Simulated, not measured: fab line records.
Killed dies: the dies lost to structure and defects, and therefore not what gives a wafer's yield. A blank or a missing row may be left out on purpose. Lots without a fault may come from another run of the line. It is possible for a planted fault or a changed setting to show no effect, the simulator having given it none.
fab line records -- flow n5-finfet
[record] lots = 5, wafers = 15, last-day = 16
route steps=1938 shown WELL_APT@20 PMOS_HMC_CHANNEL_EPI@57 BEOL_M4@1111
lots that met no fault: taken from a fault-free run of the same line
start-h: the number of hours between the record's first day and the start of the first shown wafer of the lot -- wait-h: how many hours have passed since the lot's step before this one -- " unchanged from the row above -- L1.1+2: a single row standing in for several wafers -- - no value, or no start was given -- * or withheld: withheld -- < > ~ a bound
route shown NAME@n: a module of which the file shows steps, and the number in the route of the first -- usual: mean/standard deviation taken from wafers without a fault -- same: alike in all rows -- chamber/n: place in a boat -- sites: readings site by site -- _std_site: standard deviation across them -- _edge_site: mean of outer sites minus mean of inner sites -- radius-mm: how far each site lies from the wafer's centre -- mask NAME#n: copy n -- behind: tool/chamber where the wafer was last shaped -- hold: why the lot went on hold/how many hours it stayed there/how the hold came to an end -- device: the transistor (n, p or np) that didn't switch -- end of line: tests of these same wafers at the route's end -- for a step that has no rows: nothing shown but its recipe -- killed: at the first sort, the dies lost to defects and structure; wafer yield is something else -- map: the dies of a wafer, with x for killed, . for not killed, _ for no die there
set.NAME: the setting as run; set.NAME@STEP: as run at that earlier step -- model.NAME: the simulator's own value behind a step, which no gauge read
lots at some steps of the route; a table a step, a row a wafer
services: when a tool's chamber went out of use (start-h, in hours from the record's first day, below 0 if earlier), for how many hours, and the reason
[[steps]]
[step N5_WELL_APT_HMDS_01]
[recipe] time-s = 60, temp-c = 120
[step N5_WELL_APT_COAT_02]
[recipe] spin-rpm = 1357, resist-thk-nm = 950
[step N5_WELL_APT_EBR_04]
[recipe] solvent = PGMEA, ebr-width-mm = 1.5
[step N5_WELL_APT_SOFTBAKE_03]
[recipe] temp-c = 130, time-s = 60
[step N5_WELL_APT_EXPOSE_05]
[recipe] mask-id = NWELL, na = 0.8, source-shape = conventional, sigma-outer = 0.8, polarization = unpolarized, defocus-nm = 0, target-cd-nm = 200, dose-mj = 20.3
[step N5_WELL_APT_PEB_06]
[recipe] peb-temp-c = 130, peb-time-s = 90
[step N5_WELL_APT_DEVELOP_07]
[recipe] develop-time-s = 45, rinse-liquid = surfactant-rinse, dry = air-spin, dev-temp-c = 21
[step N5_WELL_APT_HARDBAKE_12]
[recipe] temp-c = 130, time-s = 120
[step N5_WELL_APT_DESCUM_13]
[recipe] chemistry = O2, time-s = 7.9, source-power-w = 50, bias-power-w = 20, pressure-mtorr = 20, rf-frequency-hz = 2.712e+07, temp-c = 40, o2-flow-sccm = 225
[step N5_WELL_APT_IMPLANT_14]
[recipe] species = P, energy-kev = 160, dose-cm2 = 1.5e+13, tilt-deg = 0, rotation-deg = 0
[usual] dose-ions-cm2 = 1.4995e+13/1.7e+10, faraday-current-uA = 190/4.1
lot.wafer,tool,chamber,start-h,wait-h,dose-ions-cm2,faraday-current-uA
L131.2,implanter-01,0,44.52,0.1,1.4995e+13,188
L131.4,implanter-01,0,44.52,0.1,1.5025e+13,192
L131.6,implanter-01,0,44.52,0.1,1.5005e+13,189
L137.1,implanter-01,0,80.52,0.1,1.3006e+13,166
L137.3,implanter-01,0,80.52,0.1,1.3024e+13,169
L137.4,implanter-01,0,80.52,0.1,1.302e+13,171
L138.3,implanter-01,0,86.05,0.1,1.3053e+13,173
L138.4,implanter-01,0,86.05,0.1,1.3025e+13,165
L138.6,implanter-01,0,86.05,0.1,1.3002e+13,165
L139.1,implanter-01,0,92.10,0.1,1.3047e+13,163
L139.3,implanter-01,0,92.10,0.1,1.3055e+13,168
L139.5,implanter-01,0,92.10,0.1,1.3042e+13,163
L144.3,implanter-02,0,121.93,0.1,1.5034e+13,188
L144.5,implanter-02,0,121.93,0.1,1.499e+13,187
L144.6,implanter-02,0,121.93,0.1,1.5015e+13,192
[step N5_WELL_APT_IMPLANT_15]
[recipe] species = As, energy-kev = 25, dose-cm2 = 1.5e+13, tilt-deg = 0, rotation-deg = 0
[step N5_WELL_APT_STRIP_16]
[recipe] chemistry = SPM, time-s = 900, temp-c = 130, h2so4-h2o2-vol-ratio = 4, dry = ipa-marangoni
[step N5_WELL_APT_HMDS_18]
[recipe] time-s = 60, temp-c = 120
[step N5_WELL_APT_COAT_19]
[recipe] spin-rpm = 1357, resist-thk-nm = 950
[step N5_WELL_APT_EBR_21]
[recipe] solvent = PGMEA, ebr-width-mm = 1.5
[step N5_WELL_APT_SOFTBAKE_20]
[recipe] temp-c = 130, time-s = 60
[step N5_WELL_APT_EXPOSE_22]
[recipe] mask-id = PWELL, na = 0.8, source-shape = conventional, sigma-outer = 0.8, polarization = unpolarized, defocus-nm = 0, target-cd-nm = 200, dose-mj = 23.2
[step N5_WELL_APT_PEB_23]
[recipe] peb-temp-c = 130, peb-time-s = 90
[step N5_WELL_APT_DEVELOP_24]
[recipe] develop-time-s = 45, rinse-liquid = surfactant-rinse, dry = air-spin, dev-temp-c = 21
[step N5_WELL_APT_HARDBAKE_29]
[recipe] temp-c = 130, time-s = 120
[step N5_WELL_APT_DESCUM_30]
[recipe] chemistry = O2, time-s = 7.9, source-power-w = 50, bias-power-w = 20, pressure-mtorr = 20, rf-frequency-hz = 2.712e+07, temp-c = 40, o2-flow-sccm = 225
[step N5_WELL_APT_IMPLANT_31]
[recipe] species = B, energy-kev = 60, dose-cm2 = 1.5e+13, tilt-deg = 0, rotation-deg = 0
[step N5_WELL_APT_IMPLANT_32]
[recipe] species = BF2, energy-kev = 50, dose-cm2 = 2e+13, tilt-deg = 0, rotation-deg = 0
[step N5_WELL_APT_STRIP_33]
[recipe] chemistry = SPM, time-s = 900, temp-c = 130, h2so4-h2o2-vol-ratio = 4, dry = ipa-marangoni
[step N5_WELL_APT_RTA_34]
[recipe] temp-c = 1000, time-s = 10, ambient = N2, idle-temp-c = 600, ramp-up-c-per-s = 150, ramp-down-c-per-s = 60, cool-to-c = 600
[step N5_WELL_APT_OXIDE_STRIP_42]
[recipe] chemistry = dHF, dilution = 25:1, time-s = 45, temp-c = 25, target = SiO2, target-depth-a = 120
[step N5_WELL_APT_PRECLEAN_36]
[recipe] chemistry = O3/DIW, time-s = 45, temp-c = 22, o3-ppm = 10
[step N5_WELL_APT_PRECLEAN_39]
[recipe] chemistry = dHF, time-s = 60, dilution = 150:1, temp-c = 25
[step N5_WELL_APT_SRD_37]
[recipe] dry = ipa-marangoni, do-ppb = 5, time-s = 30, temp-c = 23, rinse-liquid = diw
[step N5_WELL_APT_EPI_41]
[recipe] material = Si, target-thk-a = 500, temp-c = 650, precursor = SiH4/H2, pressure-torr = 20, time-s = 297.7
[step N5_PMOS_HMC_CHANNEL_EPI_HM_DEP_34]
[recipe] material = SiO2, target-thk-a = 360, temp-c = 400, precursor = TEOS/O2, pressure-torr = 6.5, rf-w = 900, teos-flow-sccm = 161.4, gas = O2, flow-sccm = 2650, time-s = 6.9
[step N5_PMOS_HMC_CHANNEL_EPI_COAT_31]
[recipe] resist = BARC, temp-c = 205, time-s = 60, spin-rpm = 1500, resist-thk-nm = 66
[step N5_PMOS_HMC_CHANNEL_EPI_COAT_03]
[recipe] resist = CAR-ArF-block, spin-rpm = 1500, resist-thk-nm = 205
[step N5_PMOS_HMC_CHANNEL_EPI_EBR_05]
[recipe] solvent = PGMEA, ebr-width-mm = 1.5
[step N5_PMOS_HMC_CHANNEL_EPI_SOFTBAKE_04]
[recipe] temp-c = 110, time-s = 60, resist = CAR-ArF-block
[step N5_BEOL_M4_RC_MEAS_101]
[usual] DIBL_N = 35.9/1.4, DIBL_P = 35.9/1.7, IOFF_N = 0.160/0.026, IOFF_P = 0.21/0.036, ION_N = 672/11, ION_P = 461/8.1, RS_NWELL = 1036/6.3, SS_N = 71.4/0.54, SS_P = 73.2/0.67, VT_N = 249.3/2.7, VT_P = -250/3.9
lot.wafer,tool,chamber,start-h,wait-h,DIBL_N[mV/V],DIBL_P[mV/V],IOFF_N[nA/um],IOFF_P[nA/um],ION_N[uA/um],ION_P[uA/um],RS_NWELL[ohm/sq],SS_N[mV/dec],SS_P[mV/dec],VT_N[mV],VT_P[mV]
L131.2,prober-01,0,206.68,0.2,37.3,36.4,0.173,0.21,675,459,1041,72.2,73.3,249.2,-253
L131.4,prober-01,0,206.68,0.2,37.3,36.9,0.181,0.22,679,463,1046,72.2,73.5,247.8,-251
L131.6,prober-01,0,206.68,0.2,35.6,33.8,0.142,0.17,659,450,1034,71.8,73.5,253.4,-256
L137.1,prober-01,0,232.06,0.0,35.1,35.2,0.136,0.16,659,451,1115,71.1,73.5,253.4,-254
L137.3,prober-01,0,232.06,0.0,34.4,34.3,0.121,0.16,644,442,1118,71.2,72.7,253.6,-257
L137.4,prober-01,0,232.06,0.0,35.5,35.0,0.142,0.17,665,451,1120,70.7,73.6,251.3,-255
L139.1,prober-01,0,250.32,0.0,37.1,36.1,0.182,0.25,678,466,1105,71.1,74.1,247.4,-245
L139.3,prober-01,0,250.32,0.0,38.1,37.9,0.199,0.26,676,465,1117,72.3,74.0,247.2,-247
L139.5,prober-01,0,250.32,0.0,36.6,36.7,0.176,0.25,686,471,1114,71.2,73.4,247.0,-246
L138.3,prober-02,0,250.35,0.3,38.5,39.2,0.206,0.25,698,473,1114,72.6,73.8,246.2,-249
L138.4,prober-02,0,250.35,0.3,34.6,34.6,0.135,0.18,671,457,1136,71.3,72.2,251.0,-253
L138.6,prober-02,0,250.35,0.3,36.9,37.0,0.165,0.21,685,468,1125,71.8,72.7,248.2,-251
L144.3,prober-01,0,276.71,0.3,33.5,34.0,0.117,0.17,658,454,1034,71.0,71.9,252.2,-251
L144.5,prober-01,0,276.71,0.3,36.8,36.8,0.183,0.21,661,453,1028,72.2,72.8,247.1,-247
L144.6,prober-01,0,276.71,0.3,35.8,35.9,0.159,0.20,665,457,1033,71.8,72.4,249.5,-250
[[services]]
tool,chamber,start-h,hours,kind
implanter-01,-,23.77,1.9,repair
implanter-01,-,73.51,2.2,repair
implanter-01,-,120.64,1.9,repair
[[key]]
[first-sign] step = N5_WELL_APT_IMPLANT_14, reading = dose-ions-cm2, direction = down, sigmas = 99+, usual = 1.4995e+13, struck = 1.303e+13
[effect] step = N5_WELL_APT_IMPLANT_14, reading = faraday-current-uA, direction = down, sigmas = 5.5, usual = 190, struck = 167
[effect] step = N5_BEOL_M4_RC_MEAS_101, reading = RS_NWELL, direction = up, sigmas = 13, usual = 1036, struck = 1118
met-at N5_WELL_APT_IMPLANT_14
struck-wafers L137.1,L137.3,L137.4,L138.3,L138.4,L138.6,L139.1,L139.3,L139.5
onset-between 44.52 80.52
[fault] kind = process-parameter-drift, tool = implanter-01, chamber = -, onset-h = 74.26, steps = N5_WELL_APT_IMPLANT_14, channel = dose-cm2, offset = -1.9631e+12, shape = step, acts-in = these-recipes-only, stated = 1.5e+13
